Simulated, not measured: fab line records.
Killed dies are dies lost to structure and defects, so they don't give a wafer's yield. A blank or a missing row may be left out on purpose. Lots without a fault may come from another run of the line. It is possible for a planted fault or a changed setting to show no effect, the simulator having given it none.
Split-lot study / flow n5_finfet / route with 1938 steps; 7 lots, 21 wafers read

## SPLIT DETAILS
At N5_BEOL_M8_PECVD_70 (deposits SiO2 from TEOS/O2, target thk 20 nm, time 22.7 s), the setting temp_c was moved away from the recipe's 400 C on 9 of the 21 wafers read, by -3.8% to +3.1%. For the rest of the wafers, this setting stayed at what the recipe calls for.

## FROM THE SPLIT TO THE READING: what the file shows between them, 5 steps
- N5_BEOL_M8_VIA_ETCH_34: etches SiCOH lowk in C4F6/O2, target depth 125.5 nm, time 50.5 s (also split here: source_w)
- N5_BEOL_M8_TRENCH_ETCH_37: etches SiCOH lowk in C4F6/O2, target depth 93.478 nm, time 31.2 s (also split here: time_s)
- N5_BEOL_M8_ETCH_41: etches SiCN in CH3F/O2, target depth 31.9 nm, time 57.8 s
- N5_BEOL_M8_STRIP_80: strips in N2/H2, time 10 s
- N5_BEOL_M8_OCD_MEAS_38

## THE READING
SiO2_of_BEOL_M8_PECVD_70.thk_nm (the simulator's own value, which no gauge read), in nm, at N5_BEOL_M8_HM_STRIP_39 (strips TiN in peroxide tin strip, target depth 25 nm, time 158 s). The file does not state a usual value for it. Average 19.7 nm, standard deviation 0.4 nm, over the 12 wafers here run with the recipe.

wafer=L075.2; tool, chamber at the split=pecvd-03, 0; temp_c as run, C=400; against the recipe=recipe; SiO2_of_BEOL_M8_PECVD_70.thk_nm, nm=19.8; against lot-mates on the recipe=-
wafer=L075.5; tool, chamber at the split=pecvd-03, 2; temp_c as run, C=412.3; against the recipe=+3.1%; SiO2_of_BEOL_M8_PECVD_70.thk_nm, nm=18.6; against lot-mates on the recipe=-1.2
wafer=L075.6; tool, chamber at the split=pecvd-03, 1; temp_c as run, C=412.3; against the recipe=+3.1%; SiO2_of_BEOL_M8_PECVD_70.thk_nm, nm=18; against lot-mates on the recipe=-1.8
wafer=L081.2; tool, chamber at the split=pecvd-03, 1; temp_c as run, C=400; against the recipe=recipe; SiO2_of_BEOL_M8_PECVD_70.thk_nm, nm=18.8; against lot-mates on the recipe=-
wafer=L081.3; tool, chamber at the split=pecvd-03, 0; temp_c as run, C=384.8; against the recipe=-3.8%; SiO2_of_BEOL_M8_PECVD_70.thk_nm, nm=21.6; against lot-mates on the recipe=+2.5
wafer=L081.6; tool, chamber at the split=pecvd-03, 0; temp_c as run, C=400; against the recipe=recipe; SiO2_of_BEOL_M8_PECVD_70.thk_nm, nm=19.4; against lot-mates on the recipe=-
wafer=L083.1; tool, chamber at the split=pecvd-03, 1; temp_c as run, C=395.3; against the recipe=-1.2%; SiO2_of_BEOL_M8_PECVD_70.thk_nm, nm=19.8; against lot-mates on the recipe=+0.2
wafer=L083.4; tool, chamber at the split=pecvd-03, 0; temp_c as run, C=395.3; against the recipe=-1.2%; SiO2_of_BEOL_M8_PECVD_70.thk_nm, nm=20.4; against lot-mates on the recipe=+0.8
wafer=L083.5; tool, chamber at the split=pecvd-03, 1; temp_c as run, C=400; against the recipe=recipe; SiO2_of_BEOL_M8_PECVD_70.thk_nm, nm=19.6; against lot-mates on the recipe=-
wafer=L085.2; tool, chamber at the split=pecvd-03, 0; temp_c as run, C=400; against the recipe=recipe; SiO2_of_BEOL_M8_PECVD_70.thk_nm, nm=19.4; against lot-mates on the recipe=-
wafer=L085.5; tool, chamber at the split=pecvd-03, 2; temp_c as run, C=400; against the recipe=recipe; SiO2_of_BEOL_M8_PECVD_70.thk_nm, nm=19.8; against lot-mates on the recipe=-
wafer=L085.6; tool, chamber at the split=pecvd-03, 0; temp_c as run, C=400; against the recipe=recipe; SiO2_of_BEOL_M8_PECVD_70.thk_nm, nm=19.6; against lot-mates on the recipe=-
wafer=L087.3; tool, chamber at the split=pecvd-01, 0; temp_c as run, C=408.3; against the recipe=+2.1%; SiO2_of_BEOL_M8_PECVD_70.thk_nm, nm=18.2; against lot-mates on the recipe=-1.6
wafer=L087.5; tool, chamber at the split=pecvd-01, 1; temp_c as run, C=408.3; against the recipe=+2.1%; SiO2_of_BEOL_M8_PECVD_70.thk_nm, nm=19; against lot-mates on the recipe=-0.8
wafer=L087.6; tool, chamber at the split=pecvd-01, 0; temp_c as run, C=400; against the recipe=recipe; SiO2_of_BEOL_M8_PECVD_70.thk_nm, nm=19.8; against lot-mates on the recipe=-
wafer=L094.3; tool, chamber at the split=pecvd-01, 0; temp_c as run, C=387.6; against the recipe=-3.1%; SiO2_of_BEOL_M8_PECVD_70.thk_nm, nm=21.2; against lot-mates on the recipe=+0.9
wafer=L094.5; tool, chamber at the split=pecvd-01, 0; temp_c as run, C=400; against the recipe=recipe; SiO2_of_BEOL_M8_PECVD_70.thk_nm, nm=20.2; against lot-mates on the recipe=-
wafer=L094.6; tool, chamber at the split=pecvd-01, 2; temp_c as run, C=400; against the recipe=recipe; SiO2_of_BEOL_M8_PECVD_70.thk_nm, nm=20.4; against lot-mates on the recipe=-
wafer=L095.1; tool, chamber at the split=pecvd-03, 2; temp_c as run, C=400; against the recipe=recipe; SiO2_of_BEOL_M8_PECVD_70.thk_nm, nm=20; against lot-mates on the recipe=-
wafer=L095.4; tool, chamber at the split=pecvd-03, 1; temp_c as run, C=400; against the recipe=recipe; SiO2_of_BEOL_M8_PECVD_70.thk_nm, nm=20; against lot-mates on the recipe=-
wafer=L095.5; tool, chamber at the split=pecvd-03, 2; temp_c as run, C=393.4; against the recipe=-1.7%; SiO2_of_BEOL_M8_PECVD_70.thk_nm, nm=21; against lot-mates on the recipe=+1.0

FIT RESULTS
A straight line over all 21 wafers: SiO2_of_BEOL_M8_PECVD_70.thk_nm changes by -0.493 nm for each +1% of temp_c; r = -0.91; the points scatter about the line by 0.39 nm.
The same after taking each lot's own level away (the mean of its wafers on the recipe; 21 wafers): -0.514 nm for each +1%; r = -0.94; scatter 0.31 nm.
That fit puts the effect of the largest move of temp_c on the reading at 2 nm.
The lots' own levels span 19.10 to 20.30 nm, that is 3.0 times the standard deviation above.
The two slopes agree, so the slope changes little with the lot-to-lot level.
Check: +1.7 nm against its lot-mates is what the line predicts for one of the wafers moved furthest among these (-3.8%) when that wafer is left out of the fit. It came out at +2.5 nm against them.

## FURTHER SPLITS ON THESE WAFERS
Before the reading, these wafers also passed through other splits. Each is held against what the fit with the lots' levels taken away leaves over:
other split on the same wafers=N5_BEOL_M6_ILD_DEP_00 time_s; wafers away from the commonest value=6; r with SiO2_of_BEOL_M8_PECVD_70.thk_nm (lot level and that fit taken away)=-0.31
other split on the same wafers=N5_BEOL_M6_TRENCH_ETCH_37 source_w; wafers away from the commonest value=6; r with SiO2_of_BEOL_M8_PECVD_70.thk_nm (lot level and that fit taken away)=+0.31
other split on the same wafers=N5_BEOL_M8_VIA_ETCH_34 source_w; wafers away from the commonest value=7; r with SiO2_of_BEOL_M8_PECVD_70.thk_nm (lot level and that fit taken away)=+0.17
other split on the same wafers=N5_BEOL_M8_TRENCH_ETCH_37 time_s; wafers away from the commonest value=6; r with SiO2_of_BEOL_M8_PECVD_70.thk_nm (lot level and that fit taken away)=-0.29

## THE WHOLE CHAIN: every reading that the file lists as answering this split, in the file's order
step=N5_BEOL_M8_PECVD_70; what it does=deposits SiO2 from TEOS/O2, target thk 20 nm, time 22.7 s; reading=SiO2_of_BEOL_M8_PECVD_70.thk_nm (the simulator's own value, which no gauge read); change (the file's fit)=-0.537 nm for each +1% of the setting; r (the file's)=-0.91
step=N5_BEOL_M8_HM_STRIP_39; what it does=strips TiN in peroxide tin strip, target depth 25 nm, time 158 s; reading=SiO2_of_BEOL_M8_PECVD_70.thk_nm (the simulator's own value, which no gauge read); change (the file's fit)=-0.516 nm for each +1% of the setting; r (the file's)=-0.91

## THE FILE'S OWN FIT
SiO2_of_BEOL_M8_PECVD_70.thk_nm changes by -0.516 nm for each +1% of temp_c, r = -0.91.
